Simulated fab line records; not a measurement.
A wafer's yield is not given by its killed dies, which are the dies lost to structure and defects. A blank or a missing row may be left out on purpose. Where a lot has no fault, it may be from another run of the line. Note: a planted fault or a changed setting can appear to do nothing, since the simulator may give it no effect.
Which tool did it? :: flow n5_finfet :: 72 wafers sampled from 24 lots at 1 step of a route of 1938

## WHAT EACH GAUGE READ, for each wafer
N5_BEOL_M5_OVL_MEAS_12.
lot: L074
measured: day 8 03:20
on: overlay-01
M5_OVL (nm): -1.1 -0.6 -0.6

lot: L075
measured: day 8 10:53
on: overlay-02
M5_OVL (nm): -0.6 -0.1 -0.4

lot: L076
measured: day 8 15:08
on: overlay-02
M5_OVL (nm): -0.3 0.4 1.0

lot: L077
measured: day 8 22:44
on: overlay-02
M5_OVL (nm): -0.4 -0.5 -0.1

lot: L078
measured: day 8 23:02
on: overlay-01
M5_OVL (nm): -0.3 0.2 -0.3

lot: L079
measured: day 9 00:44
on: overlay-01
M5_OVL (nm): 1.3 0.5 0.3

lot: L080
measured: day 9 18:14
on: overlay-01
M5_OVL (nm): -1.1 -0.3 -1.0

lot: L081
measured: day 9 18:26
on: overlay-01
M5_OVL (nm): 0.2 1.2 0.6

lot: L082
measured: day 10 01:48
on: overlay-01
M5_OVL (nm): -1.2 -1.1 -1.0

lot: L083
measured: day 10 10:44
on: overlay-02
M5_OVL (nm): 0.2 1.1 1.3

lot: L084
measured: day 10 17:02
on: overlay-01
M5_OVL (nm): -0.9 -2.0 -0.1

lot: L086
measured: day 10 23:53
on: overlay-01
M5_OVL (nm): 0.0 -0.5 -0.2

lot: L085
measured: day 11 00:03
on: overlay-01
M5_OVL (nm): 0.0 -0.7 0.6

lot: L087
measured: day 11 08:13
on: overlay-01
M5_OVL (nm): -0.5 -0.6 0.4

lot: L088
measured: day 11 08:26
on: overlay-02
M5_OVL (nm): -0.5 -0.5 -0.6

lot: L089
measured: day 11 16:41
on: overlay-02
M5_OVL (nm): 0.1 0.1 0.5

lot: L091
measured: day 12 06:50
on: overlay-01
M5_OVL (nm): -1.2 0.6 -0.5

lot: L090
measured: day 12 12:46
on: overlay-02
M5_OVL (nm): -0.7 0.0 0.1

lot: L092
measured: day 12 16:54
on: overlay-01
M5_OVL (nm): -0.2 0.3 -0.1

lot: L093
measured: day 12 19:49
on: overlay-01
M5_OVL (nm): 0.9 -0.5 -0.2

lot: L094
measured: day 12 23:13
on: overlay-02
M5_OVL (nm): 0.3 -0.5 -0.8

lot: L096
measured: day 13 11:52
on: overlay-02
M5_OVL (nm): -1.2 -0.2 0.3

lot: L095
measured: day 13 19:00
on: overlay-02
M5_OVL (nm): 0.7 0.7 -0.3

lot: L097
measured: day 13 23:14
on: overlay-01
M5_OVL (nm): -0.6 0.1 -0.2

## WHAT TOOL EACH LOT RAN ON (gives the tool, then ch and the chambers of the sampled wafers, and finally the start)
The record shows no process step preceding these readings.

## AS READ BY THE TOOLS THEMSELVES (means over the sampled wafers that have a number; for cases with no such wafer, the mark the record gives instead)
The record holds no such reading with a usual standard deviation.

## THE ANSWER, worked out from the rows above alone
Rule: usual is defined by the lots themselves. Put in order of their means at a reading, lots are off if they are a third of the lots or fewer, leave a main group of 4 or more, and stand apart from it by a gap of 3 or more times the standard deviation of the main group's means; of several such gaps the widest counts. A main group is skipped when, at the precision printed for the reading in the tables above, its means are all equal. Also off: a lot with no number at a reading for which 4 or more lots have one. Any other lot the step has rows for is counted as sound. After the gauges, taken in route order, come the tools' own readings; for these a lot's mean is taken, as printed above. The first step at which some lot is off is used, and at that step the reading that is off furthest; a lot without a number counts as furthest.
No lot is off at any reading shown: from this, nothing can be told.

## WHAT THE SIMULATOR HAD PUT IN
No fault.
